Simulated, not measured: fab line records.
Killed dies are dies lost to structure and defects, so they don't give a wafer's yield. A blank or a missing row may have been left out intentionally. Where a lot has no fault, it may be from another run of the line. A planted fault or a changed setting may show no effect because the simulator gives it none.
Matching of chambers ; flow n5_finfet ; 4 sister chambers for N5_HKMG_FIN_STRIP_89 on rie_diel-02
The step strips SOC in N2/H2, time 20 s. 18 wafers are shown with their chamber, then 9 later ones without.

## WAFERS WITH THEIR CHAMBER
wafer;chamber;throttle_valve_pct (%);showerhead_plenum_p_Torr (Torr);drypump_motor_current_A (A)
L924.1;3;19.4;3.33;5.57
L924.2;0;18.7;3.33;5.61
L924.3;1;19.6;3.48;5.90
L925.2;1;19.6;3.47;5.85
L925.3;2;18.9;3.34;5.39
L925.6;2;18.9;3.34;5.37
L928.1;3;19.4;3.33;5.56
L928.3;2;18.9;3.34;5.43
L928.6;2;18.9;3.34;5.43
L930.1;3;19.4;3.33;5.56
L930.2;0;18.7;3.32;5.56
L930.6;2;18.9;3.34;5.38
L934.3;1;19.6;3.46;5.87
L934.4;3;19.4;3.32;5.57
L934.5;3;19.5;3.32;5.57
L935.1;2;18.9;3.33;5.42
L935.4;1;19.6;3.46;5.87
L935.5;3;19.5;3.32;5.58

SIGNATURES, as means of the wafers listed above
reading;chamber 0;chamber 1;chamber 2;chamber 3;scatter within a chamber
throttle_valve_pct;18.700;19.600;18.900;19.433;0.0309
showerhead_plenum_p_Torr;3.3250;3.4675;3.3383;3.3250;0.00632
drypump_motor_current_A;5.5850;5.8725;5.4033;5.5683;0.0213
Rule: for a wafer and a chamber, the distance is found by dividing, reading by reading, the gap between the wafer's reading and the chamber's mean by the reading's scatter, squaring, summing and taking the root. The wafer belongs to the nearest chamber; if the next one is less than 2 further off, it can't be placed. The scatter: take each reading less its chamber's mean, square it, sum over the shown wafers, divide by the number of wafers less the number of chambers, and take the root.

## WAFERS WHOSE CHAMBER IS MISSING
wafer;throttle_valve_pct (%);showerhead_plenum_p_Torr (Torr);drypump_motor_current_A (A)
L938.2;19.6;3.46;5.91
L938.3;18.9;3.33;5.39
L938.6;19.6;3.46;5.93
L943.2;18.9;3.32;5.40
L943.5;19.5;3.31;5.57
L943.6;18.7;3.31;5.65
L944.1;19.5;3.31;5.58
L944.4;18.7;3.31;5.62
L944.6;19.5;3.31;5.60

## CHAMBER TAKEN BY EACH
wafer;from the rows above;in truth
L938.2;1;1
L938.3;2;2
L938.6;1;1
L943.2;2;2
L943.5;3;3
L943.6;0;0
L944.1;3;3
L944.4;0;0
L944.6;3;3
9 of 9 placed correctly. Can't be placed from these rows: 0. 0 placed wrongly.
